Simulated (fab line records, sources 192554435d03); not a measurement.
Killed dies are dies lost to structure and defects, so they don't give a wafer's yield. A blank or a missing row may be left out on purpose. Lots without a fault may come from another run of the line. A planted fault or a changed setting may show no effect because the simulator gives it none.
fab line records | flow n5_finfet | part 2 of 2: steps 19 to 23 of 23
record lots=5 wafers=15 last_day=16
route steps=1938 shown BEOL_M5@1139
lots that met no fault: from a run of the same line without faults
start_h: hours from the record's first day to the start of the lot's first wafer shown | wait_h: hours since the lot's step before | " the same as in the row above | L1.1+2: a row that stands for several wafers | - no value, or no start given | * or withheld: withheld | < > ~ a bound
route shown NAME@n: a module of which the file shows steps, and the number in the route of the first | usual: mean/standard deviation of fault-free wafers | same: alike in all rows | chamber/n: place in a boat | sites: the reading at each site | _std_site: their standard deviation | _edge_site: outer sites' mean less inner sites' | radius_mm: how far each site lies from the wafer's centre | mask NAME#n: copy n | behind: the tool/chamber that last shaped the wafer | hold: why the lot was held/for how many hours/how that ended | device: the transistor (n, p or np) that didn't switch | end of line: the same wafers' tests at the end of the route | a step without rows: its recipe alone | killed: dies lost to structure and defects at the first sort, not the wafer's yield | map: a wafer's dies, x killed, . not, _ none there
set.NAME: the setting as run; set.NAME@STEP: as run at that earlier step | model.NAME: the simulator's own value behind a step, which no gauge read
lots at some steps of the route; a table a step, a row a wafer
services: from which hour (start_h, from the record's first day; less than 0 if before it) a tool's chamber was out of use, for how many hours, and why
## steps
# step N5_BEOL_M5_VIA_ETCH_34
# recipe chemistry=C4F6/O2 target=SiCOH_lowk target_depth_a=883 mask_material=SOC taper_deg=4 time_s=39.2 ion_energy_ev=250 pressure_mtorr=30 source_w=345 bias_w=185 Ar_flow_sccm=300 C4F6_flow_sccm=10 O2_flow_sccm=10
# usual O2_flow_sccm=10.00/0.033 chamber_pressure_mTorr=30.00/0.046 drypump_motor_current_A=5.8/0.42 oes_product_au=0.79/0.095 rf_vpp_V=666/11 showerhead_plenum_p_Torr=2.85/0.079 throttle_valve_pct=20.98/0.28
# same time_s=39.2
# columns lot.wafer tool chamber start_h wait_h O2_flow_sccm chamber_pressure_mTorr drypump_motor_current_A oes_product_au rf_hours_counter_h rf_vpp_V showerhead_plenum_p_Torr throttle_valve_pct
L078.2 rie_diel-04 0 193.90 0.0 9.99 29.94 5.4 0.78 134 649 2.75 20.87
L078.4 " 2 " " 9.96 29.96 5.3 0.95 6 674 2.92 20.56
L078.6 " 3 " " 9.96 29.97 5.4 0.89 - 670 2.89 20.63
L088.1 rie_diel-04 2 261.23 0.0 10.00 30.02 5.3 0.90 27 674 2.91 20.59
L088.2 " 1 " " 10.02 30.00 6.4 0.84 66 665 2.87 20.91
L088.5 " 0 " " 10.08 30.01 5.4 0.76 - 649 2.74 20.90
L087.1 rie_diel-02 3 262.94 0.0 10.00 30.02 5.7 0.67 271 676 2.77 21.17
L087.5 " 2 " " 10.01 30.02 6.0 0.73 - 673 2.85 21.32
L087.6 " 3 " " 9.99 30.03 5.7 0.66 - 674 2.77 21.17
L091.3 rie_diel-05 3 277.85 0.0 9.99 30.02 5.8 0.72 201 676 2.96 21.44
L091.4 " 2 " " 10.05 29.95 5.9 0.77 131 648 2.86 21.04
L091.6 " 1 " " 9.96 30.00 5.8 0.82 - 669 2.79 20.80
L092.4 rie_diel-02 3 292.27 0.0 9.97 30.01 5.7 0.66 - 675 2.77 21.18
L092.5 " 1 " " 9.99 30.00 6.3 0.95 - 661 3.01 20.63
L092.6 " 2 " " 10.03 30.03 5.9 0.71 - 673 2.84 21.34
# step N5_BEOL_M5_STRIP_85
# recipe chemistry=C4F6/O2 resist=SiARC rf_frequency_hz=6e+07
# columns lot.wafer tool chamber start_h wait_h
L078.2+4+6 rie_diel-04 0,2,3 193.93 0.0
L088.1+2+5 rie_diel-04 2,1,0 261.27 0.0
L087.1+5+6 rie_diel-02 3,2,3 263.00 0.0
L091.3+4+6 rie_diel-05 3,2,1 277.89 0.0
L092.4+5+6 rie_diel-02 3,1,2 292.29 0.0
# step N5_BEOL_M5_STRIP_36
# recipe chemistry=N2/H2 power_w=450 temp_c=40 pressure_mtorr=20 rf_frequency_hz=6e+07 overash_fraction=0.3 bias_power_w=7 h2_frac=0.5 n2_flow_sccm=200 h2_flow_sccm=200
# usual chamber_pressure_mTorr=20.00/0.037 drypump_motor_current_A=5.8/0.42 oes_product_au=0.79/0.096 rf_vpp_V=59.2/1.6 showerhead_plenum_p_Torr=2.55/0.07 throttle_valve_pct=23.9/0.37
# columns lot.wafer tool chamber start_h wait_h chamber_pressure_mTorr drypump_motor_current_A oes_product_au rf_hours_counter_h rf_vpp_V showerhead_plenum_p_Torr throttle_valve_pct
L078.2 rie_diel-04 0 193.94 0.0 19.98 5.4 0.75 134 59.4 2.45 24.1
L078.4 " 2 " " 20.05 5.3 0.95 6 59.7 2.61 23.4
L078.6 " 3 " " 20.07 5.4 0.89 - 59.1 2.59 23.5
L088.1 rie_diel-04 2 261.28 0.0 19.95 5.3 0.89 27 58.5 2.60 23.4
L088.2 " 1 " " 20.03 6.4 0.85 66 58.0 2.55 23.6
L088.5 " 0 " " 19.95 5.4 0.75 - 57.6 2.44 24.1
L087.1 rie_diel-02 3 263.01 0.0 19.99 5.7 0.66 271 59.5 2.50 24.3
L087.5 " 2 " " 20.01 6.0 0.73 - 61.3 2.54 24.4
L087.6 " 3 " " 20.02 5.7 0.65 - 59.3 2.50 24.3
L091.3 rie_diel-05 3 277.90 0.0 19.98 5.8 0.72 201 60.5 2.63 24.3
L091.4 " 2 " " 19.96 6.0 0.77 131 58.4 2.54 23.8
L091.6 " 1 " " 20.00 5.8 0.82 - 60.8 2.46 23.3
L092.4 rie_diel-02 3 292.31 0.0 20.01 5.7 0.65 - 56.0 2.50 24.3
L092.5 " 1 " " 19.93 6.4 0.98 - 61.4 2.73 23.6
L092.6 " 2 " " 19.95 6.0 0.72 - 58.0 2.53 24.4
# step N5_BEOL_M5_TRENCH_ETCH_37
# recipe chemistry=C4F6/O2 target_depth_a=716.52 target=SiCOH_lowk time_s=24.7 ion_energy_ev=250 pressure_mtorr=30 source_w=345 bias_w=185 Ar_flow_sccm=300 C4F6_flow_sccm=10 O2_flow_sccm=10
# usual O2_flow_sccm=10.002/0.028 chamber_pressure_mTorr=29.997/0.026 drypump_motor_current_A=5.8/0.42 oes_product_au=0.79/0.096 rf_vpp_V=666/11 showerhead_plenum_p_Torr=2.85/0.079 throttle_valve_pct=21.02/0.28
# same time_s=24.7
# columns lot.wafer tool chamber start_h wait_h O2_flow_sccm chamber_pressure_mTorr drypump_motor_current_A oes_product_au rf_hours_counter_h rf_vpp_V showerhead_plenum_p_Torr throttle_valve_pct
L078.2 rie_diel-04 0 - - 10.015 30.006 5.4 0.78 134 650 2.75 20.90
L078.4 " 2 " " 9.972 29.983 5.3 0.95 6 675 2.92 20.58
L078.6 " 3 " " 10.014 29.965 5.4 0.88 - 669 2.89 20.68
L088.1 rie_diel-04 2 - - 10.065 29.989 5.2 0.91 27 674 2.91 20.61
L088.2 " 1 " " 10.052 29.917 6.5 0.85 66 665 2.87 20.98
L088.5 " 0 " " 9.978 29.987 5.4 0.77 - 650 2.74 20.94
L087.1 rie_diel-02 3 - - 9.999 30.037 5.7 0.66 271 673 2.77 21.19
L087.5 " 2 " " 9.988 30.012 6.0 0.72 - 676 2.85 21.37
L087.6 " 3 " " 9.983 30.068 5.7 0.67 - 674 2.77 21.21
L091.3 rie_diel-05 3 - - 10.016 30.017 5.8 0.72 201 679 2.96 21.50
L091.4 " 2 " " 10.063 30.002 5.9 0.77 131 647 2.86 21.07
L091.6 " 1 " " 10.061 29.960 5.8 0.82 - 669 2.79 20.84
L092.4 rie_diel-02 3 - - 10.006 30.019 5.7 0.66 - 675 2.77 21.23
L092.5 " 1 " " 10.001 29.980 6.4 0.96 - 661 3.01 20.66
L092.6 " 2 " " 9.963 29.994 5.9 0.72 - 674 2.84 21.40
# step N5_BEOL_M5_ETCH_41
# recipe chemistry=CH3F/O2 target=SiCN target_depth_a=315 taper_deg=2 time_s=56.7 ion_energy_ev=120 mask_material=TiN pressure_mtorr=30 source_w=395 bias_w=75 Ar_flow_sccm=150 CH3F_flow_sccm=30 O2_flow_sccm=20
# usual O2_flow_sccm=20.00/0.065 chamber_pressure_mTorr=29.998/0.027 drypump_motor_current_A=5.8/0.42 oes_product_au=0.79/0.095 rf_vpp_V=297.5/1.4 showerhead_plenum_p_Torr=2.00/0.058 throttle_valve_pct=16.41/0.29
# same time_s=56.7
# columns lot.wafer tool chamber start_h wait_h O2_flow_sccm chamber_pressure_mTorr drypump_motor_current_A oes_product_au rf_hours_counter_h rf_vpp_V showerhead_plenum_p_Torr throttle_valve_pct
L078.2 rie_diel-04 0 - - 20.09 29.993 5.4 0.78 134 295.1 1.93 16.27
L078.4 " 2 " " 20.05 29.960 5.2 0.96 6 298.5 2.05 15.94
L078.6 " 3 " " 19.98 30.020 5.4 0.88 - 298.0 2.04 16.06
L088.1 rie_diel-04 2 - - 20.08 29.992 5.3 0.91 27 299.2 2.04 15.96
L088.2 " 1 " " 20.04 29.995 6.4 0.84 66 298.4 2.01 16.35
L088.5 " 0 " " 19.97 29.971 5.4 0.76 - 294.6 1.92 16.31
L087.1 rie_diel-02 3 - - 19.98 30.014 5.7 0.66 271 297.3 1.95 16.72
L087.5 " 2 " " 19.90 29.998 5.9 0.72 - 297.6 2.00 16.73
L087.6 " 3 " " 20.07 29.969 5.7 0.67 - 297.9 1.95 16.69
L091.3 rie_diel-05 3 - - 19.91 29.991 5.8 0.72 201 298.8 2.08 16.81
L091.4 " 2 " " 20.07 29.984 5.9 0.77 131 298.0 2.01 16.43
L091.6 " 1 " " 19.99 29.986 5.8 0.83 - 297.6 1.96 16.19
L092.4 rie_diel-02 3 - - 20.07 29.976 5.7 0.66 - 295.7 1.95 16.74
L092.5 " 1 " " 19.91 30.001 6.3 0.96 - 300.8 2.12 16.06
L092.6 " 2 " " 20.01 30.007 5.9 0.71 - 296.4 2.00 16.75
## services
# columns tool chamber start_h hours kind
euv_scanner-02 - 184.59 1.0 pm
euv_scanner-01 - 185.66 1.2 repair
rie_diel-05 1 190.32 5.2 repair
euv_scanner-02 0 191.09 - calibration
euv_scanner-01 - 197.07 1.0 pm
euv_scanner-01 0 233.09 - calibration
rie_diel-05 2 233.75 3.4 repair
euv_scanner-01 - 234.10 0.9 repair
euv_scanner-01 - 240.38 4.6 pm
euv_scanner-02 - 245.00 1.0 pm
euv_scanner-01 - 253.22 1.0 pm
rie_diel-02 1 255.03 - clean
rie_diel-02 1 255.03 - consumable_replace:focus_ring
rie_diel-02 1 255.03 - consumable_replace:showerhead
rie_diel-02 1 255.03 15.8 scheduled_down
rie_diel-02 1 255.03 15.8 vent_cycle
rie_diel-02 - 256.05 0.7 repair
rie_diel-02 0 260.26 18.6 repair
euv_scanner-02 - 262.99 2.0 repair
rie_diel-02 0 278.93 - clean
rie_diel-02 0 278.93 - consumable_replace:focus_ring
rie_diel-02 0 278.93 18.1 scheduled_down
rie_diel-02 0 278.93 18.1 vent_cycle
